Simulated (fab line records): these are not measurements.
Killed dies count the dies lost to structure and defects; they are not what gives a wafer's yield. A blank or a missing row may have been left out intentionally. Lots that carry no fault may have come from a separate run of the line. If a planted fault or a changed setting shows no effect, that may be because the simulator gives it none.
Chamber matching -- flow n5Finfet -- rieDiel-05 running N5_DUMMY_REMOVAL_STRIP_10: 4 sister chambers
The step strips in N2/H2, time 40 s. 4 wafers are shown with their chamber, then 12 later ones without.

== EACH WAFER AND ITS CHAMBER ==
wafer,chamber,drypumpMotorCurrentA (A)
L087.6,2,6.2
L089.1,1,5.6
L089.3,3,5.1
L089.4,0,5.3

== WAFERS MISSING THEIR CHAMBER ==
wafer,drypumpMotorCurrentA (A)
L091.1,5.1
L091.2,6.2
L091.4,5.2
L092.4,5.2
L092.5,5.3
L092.6,5.1
L095.1,5.1
L095.3,5.2
L095.5,6.2
L096.1,5.1
L096.5,6.2
L096.6,5.6

== WHICH CHAMBER EACH WENT THROUGH ==
wafer,from the rows above,in truth
L091.1,3,3
L091.2,2,2
L091.4,can't be placed: 0 or 3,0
L092.4,can't be placed: 0 or 3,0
L092.5,0,0
L092.6,3,3
L095.1,3,3
L095.3,can't be placed: 0 or 3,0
L095.5,2,2
L096.1,3,3
L096.5,2,2
L096.6,1,1
Correct placement for 9 of the 12. Unplaceable from these rows: 3, with the true chamber sitting among the candidates in 3. 0 placed wrongly.
How it was worked out, from the rows above alone: a wafer's distance from a chamber is the root of the sum, over the readings, of the square of ((its reading less the chamber's mean) divided by the reading's scatter). If the next closest chamber is less than 2 further off than the closest, the wafer can't be placed; otherwise it belongs to the closest. Each chamber's mean is taken over the wafers shown for it. The scatter: root of mean squared gap, hidden wafer to nearest shown wafer, with one shown wafer a chamber.
